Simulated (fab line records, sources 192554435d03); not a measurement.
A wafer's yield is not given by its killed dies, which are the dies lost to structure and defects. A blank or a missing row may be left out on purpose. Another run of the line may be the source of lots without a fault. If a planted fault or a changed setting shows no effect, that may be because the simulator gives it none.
fab line records | flow n5_finfet
record: lots: 7 wafers: 39
route steps=1938 shown PMOS_HMC_CHANNEL_EPI@68 FIN_CUT@173 HKMG_FIN@403 MOL_CONTACT_COAG@559 BEOL_M0_SAQP@648 BEOL_M0@734 BEOL_M2@920 BEOL_M5@1116 BEOL_M6@1251 BEOL_M8@1389 BEOL_M10@1533 BEOL_M13@1696 BEOL_M15@1830
start_h: the number of hours between the record's first day and the start of the first shown wafer of the lot | wait_h: hours since the lot's step before | " same as the row above | L1.1+2: a row that stands for several wafers | - either no value or no given start | * or withheld: withheld | < > ~ a bound
route shown NAME@n: a module of which the file shows steps, and the number in the route of the first | usual: the fault-free wafers' mean and standard deviation | same: alike in all rows | chamber/n: place in a boat | sites: each site's reading | _std_site: their standard deviation | _edge_site: mean of outer sites minus mean of inner sites | radius_mm: how far each site lies from the wafer's centre | mask NAME#n: copy n | behind: the most recent tool/chamber to have shaped the wafer | hold: cause of the lot's hold/its duration in hours/its outcome | device: transistor that didn't switch, given as n, p or np | end of line: the same wafers' tests at the end of the route | a step with no rows: only its recipe | killed: dies lost to structure and defects at the first sort, not the wafer's yield | map: the dies of a wafer, with x for killed, . for not killed, _ for no die there
set.NAME: the setting the step ran with; set.NAME@STEP: the setting that earlier step ran with | model.NAME: the simulator's own value behind a step, which no gauge read
lots whose settings were changed on purpose; a table a step, a row a wafer
== steps ==
step: N5_PMOS_HMC_CHANNEL_EPI_DESCUM_14
recipe: chemistry: O2 time_s: 7.9 source_power_w: 50 bias_power_w: 20 pressure_mtorr: 20 rf_frequency_hz: 2.712e+07 temp_c: 40 resist: CAR-ArF-block o2_flow_sccm: 225
step: N5_FIN_CUT_CUT_ETCH_26
recipe: chemistry: CH3F/O2 target: SiNx target_depth_a: 390 mask_material: SOC time_s: 55.7 pressure_mtorr: 30 source_w: 395 bias_w: 73 Ar_flow_sccm: 150 CH3F_flow_sccm: 30 O2_flow_sccm: 20 ion_energy_ev: 120
step: N5_HKMG_FIN_ETCH_55
recipe: chemistry: N2/H2 target: SOC target_depth_a: 2400 temp_c: 40 time_s: 300 ion_energy_ev: 200 mask_material: SiARC pressure_mtorr: 30 source_w: 840 bias_w: 150 n2_flow_sccm: 200 h2_flow_sccm: 200
step: N5_MOL_CONTACT_COAG_ALD_27
recipe: material: SiOC target_thk_a: 170 temp_c: 400 ald_precursor_family: carbosiloxane ald_co_reactant: H2-plasma pulse_time_s: 1.5 time_s: 2720 purge_time_s: 2 co_reactant_purge_time_s: 2 ald_cycles: 340 pressure_torr: 2
step: N5_BEOL_M0_SAQP_DEVELOP_13
recipe: develop_time_s: 30 developer: TMAH resist: CAR-ArF dev_temp_c: 23 rinse_liquid: diw dry: air_spin
step: N5_BEOL_M0_SPUTTER_116
recipe: material: Cu target_thk_a: 40 temp_c: -20 chamber_pressure_pa: 0.07 power_w: withheld time_s: 7.37
step: N5_BEOL_M2_SPUTTER_96
recipe: material: Cu target_thk_a: 45 temp_c: -20 chamber_pressure_pa: 0.07 power_w: withheld time_s: 8.29
step: N5_BEOL_M5_HM_DEP_02
recipe: material: TiN target_thk_a: 200 temp_c: 25 chamber_pressure_pa: 0.49996
step: N5_BEOL_M6_ALD_77
recipe: material: TaN target_thk_a: 20 temp_c: 275 ald_precursor_family: PDMAT ald_co_reactant: NH3 pressure_torr: 3 carrier_flow_sccm: 1500 pulse_time_s: 2 purge_time_s: 3 co_reactant_purge_time_s: 2 co_reactant_pulse_time_s: 3 ald_cycles: 40 precursor_vessel_temp_c: 75 precursor_vessel_pressure_torr: 26.25 precursor_vessel_carrier_sccm: 1000
step: N5_BEOL_M8_ALD_77
step: N5_BEOL_M10_DEP_56
recipe: material: SiCN target_thk_a: 150 temp_c: withheld precursor: 3MS/NH3 pressure_torr: 3 rf_w: 202 time_s: 26.5
step: N5_BEOL_M13_TRENCH_ETCH_34
recipe: chemistry: C4F8/O2/Ar target: SiOC target_depth_a: 4134.7 mask_material: SOC pressure_mtorr: 30 source_w: 3000 bias_w: 700 Ar_flow_sccm: 400 C4F8_flow_sccm: 15 O2_flow_sccm: 8 he_inner_torr: 15 he_outer_torr: 30 time_s: 162.6 ion_energy_ev: 250
step: N5_BEOL_M15_RC_MEAS_101
usual: SERP_M13: 0.305/0.0052 SERP_M8: 14.2/0.66
columns lot.wafer tool chamber start_h wait_h set.time_s@PMOS_HMC_CHANNEL_EPI_DESCUM_14 set.target_depth_a@FIN_CUT_CUT_ETCH_26 set.time_s@HKMG_FIN_ETCH_55 set.ald_cycles@MOL_CONTACT_COAG_ALD_27 set.develop_time_s@BEOL_M0_SAQP_DEVELOP_13 set.target_thk_a@BEOL_M0_SPUTTER_116 set.target_thk_a@BEOL_M2_SPUTTER_96 set.target_thk_a@BEOL_M5_HM_DEP_02 set.co_reactant_pulse_time_s@BEOL_M6_ALD_77 set.ald_cycles@BEOL_M8_ALD_77 set.target_thk_a@BEOL_M10_DEP_56 set.target_depth_a@BEOL_M13_TRENCH_ETCH_34 SERP_M13[ohm/um] SERP_M8[ohm/um]
L075.1 prober-02 0 291.55 0.1 5.226 390 154.7 340 12.17 46.71 45 127.5 4.234 40 89.53 4134.7 0.307 15.1
L075.2 " 0 " " 7.9 390 300 340 30 46.71 45 200 4.234 40 150 4134.7 0.305 15.2
L075.3 " 0 " " 5.226 390 154.7 428 30 40 45 200 3 62 89.53 4134.7 0.296 17.0
L075.4 " 0 " " 7.9 390 154.7 428 30 40 45 127.5 4.234 62 150 4134.7 0.311 17.1
L075.5 " 0 " " 7.9 390 300 428 12.17 46.71 45 127.5 3 62 89.53 4134.7 0.306 15.8
L075.6 " 0 " " 5.226 390 300 340 12.17 40 45 200 3 40 150 4134.7 0.306 15.2
L076.1 prober-01 0 292.12 0.0 7.9 390 300 340 30 40 45 200 3 40 150 4134.7 0.315 13.3
L076.2 " 0 " " 7.9 390 300 340 30 40 45 200 3 40 150 4134.7 0.301 13.5
L076.5 " 0 " " 7.9 390 300 340 30 40 45 200 3 40 150 4134.7 0.306 13.9
L079.1 prober-02 0 297.84 0.0 6.028 390 479.1 415 44.75 40 45 200 3 19 218.7 5945 0.213 13.0
L079.2 " 0 " " 6.028 255.7 479.1 340 30 40 36.22 200 3 40 218.7 5945 0.207 13.3
L079.3 " 0 " " 7.9 255.7 300 415 30 40 45 200 3 19 218.7 4134.7 0.308 11.7
L079.4 " 0 " " 7.9 255.7 300 340 44.75 40 45 200 3 40 150 5945 0.208 14.3
L079.5 " 0 " " 7.9 390 479.1 415 30 40 36.22 200 3 40 150 4134.7 0.307 13.8
L079.6 " 0 " " 6.028 390 300 340 44.75 40 36.22 200 3 19 150 4134.7 0.307 12.6
L077.1 prober-01 0 306.51 0.0 7.9 390 300 232 16.51 40 45 150.9 4.264 40 150 4134.7 0.300 14.8
L077.2 " 0 " " 7.9 160.6 300 232 30 40 20.79 150.9 4.264 40 239.6 1967 0.661 14.0
L077.3 " 0 " " 7.9 160.6 300 340 30 40 20.79 150.9 3 40 150 4134.7 0.304 15.1
L077.4 " 0 " " 12.18 390 300 340 16.51 40 20.79 200 3 40 239.6 4134.7 0.302 14.3
L077.5 " 0 " " 12.18 390 300 340 30 40 45 200 4.264 40 150 1967 0.675 14.8
L077.6 " 0 " " 12.18 160.6 300 232 16.51 40 45 200 3 40 239.6 1967 0.659 13.9
L081.1 prober-01 0 312.68 0.0 11.62 269.5 180.5 197 38.38 18.61 45 245.8 3 40 90.45 2266 0.570 14.1
L081.2 " 0 " " 7.9 390 300 197 38.38 18.61 45 200 3.904 55 90.45 2266 0.562 16.1
L081.3 " 0 " " 7.9 269.5 300 340 38.38 40 45 200 3.904 40 90.45 4134.7 0.297 14.3
L081.4 " 0 " " 11.62 390 180.5 340 30 18.61 45 200 3 40 150 2266 0.575 13.6
L081.5 " 0 " " 7.9 390 180.5 197 30 40 45 245.8 3 55 150 4134.7 0.304 16.2
L081.6 " 0 " " 11.62 269.5 300 340 30 40 45 245.8 3.904 55 150 4134.7 0.303 15.5
L093.1 prober-01 0 396.93 0.0 7.9 591.5 300 340 30 40 20.5 200 3 40 150 5007 0.245 14.9
L093.2 " 0 " " 4.878 390 300 340 30 40 45 111.4 3.994 40 189.2 5007 0.254 14.8
L093.3 " 0 " " 7.9 390 300 235 22.5 23.86 20.5 200 3.994 40 189.2 4134.7 0.303 13.9
L093.4 " 0 " " 4.878 591.5 300 340 22.5 23.86 20.5 111.4 3 40 189.2 5007 0.246 13.4
L093.5 " 0 " " 7.9 591.5 300 235 22.5 40 45 111.4 3.994 40 150 4134.7 0.302 15.2
L093.6 " 0 " " 4.878 390 300 235 30 23.86 45 200 3 40 150 4134.7 0.308 14.5
L096.1 prober-02 0 413.79 0.0 11.96 390 300 340 37.5 40 37.8 113.1 4.575 40 190.5 6596 0.190 13.4
L096.2 " 0 " " 7.9 481.4 300 249 30 40 37.8 113.1 3 40 190.5 4134.7 0.300 14.1
L096.3 " 0 " " 11.96 481.4 300 249 30 40 45 200 3 40 190.5 6596 0.191 14.2
L096.4 " 0 " " 7.9 481.4 300 340 37.5 40 45 113.1 3 40 150 6596 0.188 13.7
L096.5 " 0 " " 11.96 390 300 340 30 40 37.8 200 4.575 40 150 4134.7 0.301 14.1
L096.6 " 0 " " 7.9 390 300 249 37.5 40 45 200 4.575 40 150 4134.7 0.305 14.2
== key ==
split: step: N5_PMOS_HMC_CHANNEL_EPI_DESCUM_14 setting: time_s stated_as: 7.9
response none clear
split: step: N5_FIN_CUT_CUT_ETCH_26 setting: target_depth_a stated_as: 390
response none clear
split: step: N5_HKMG_FIN_ETCH_55 setting: time_s stated_as: 300
response none clear
split: step: N5_MOL_CONTACT_COAG_ALD_27 setting: ald_cycles stated_as: 340
response none clear
split: step: N5_BEOL_M0_SAQP_DEVELOP_13 setting: develop_time_s stated_as: 30
response none clear
split: step: N5_BEOL_M0_SPUTTER_116 setting: target_thk_a stated_as: 40
response none clear
split: step: N5_BEOL_M2_SPUTTER_96 setting: target_thk_a stated_as: 45
response none clear
split: step: N5_BEOL_M5_HM_DEP_02 setting: target_thk_a stated_as: 200
response none clear
split: step: N5_BEOL_M6_ALD_77 setting: co_reactant_pulse_time_s stated_as: 3
response none clear
split: step: N5_BEOL_M8_ALD_77 setting: ald_cycles stated_as: 40
response: step: N5_BEOL_M15_RC_MEAS_101 reading: SERP_M8 slope: +0.0321 per: 1% together_with: all explained: 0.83
split: step: N5_BEOL_M10_DEP_56 setting: target_thk_a stated_as: 150
response none clear
split: step: N5_BEOL_M13_TRENCH_ETCH_34 setting: target_depth_a stated_as: 4134.7
response: step: N5_BEOL_M15_RC_MEAS_101 reading: SERP_M13 slope: -0.00384 per: 1% together_with: all explained: 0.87
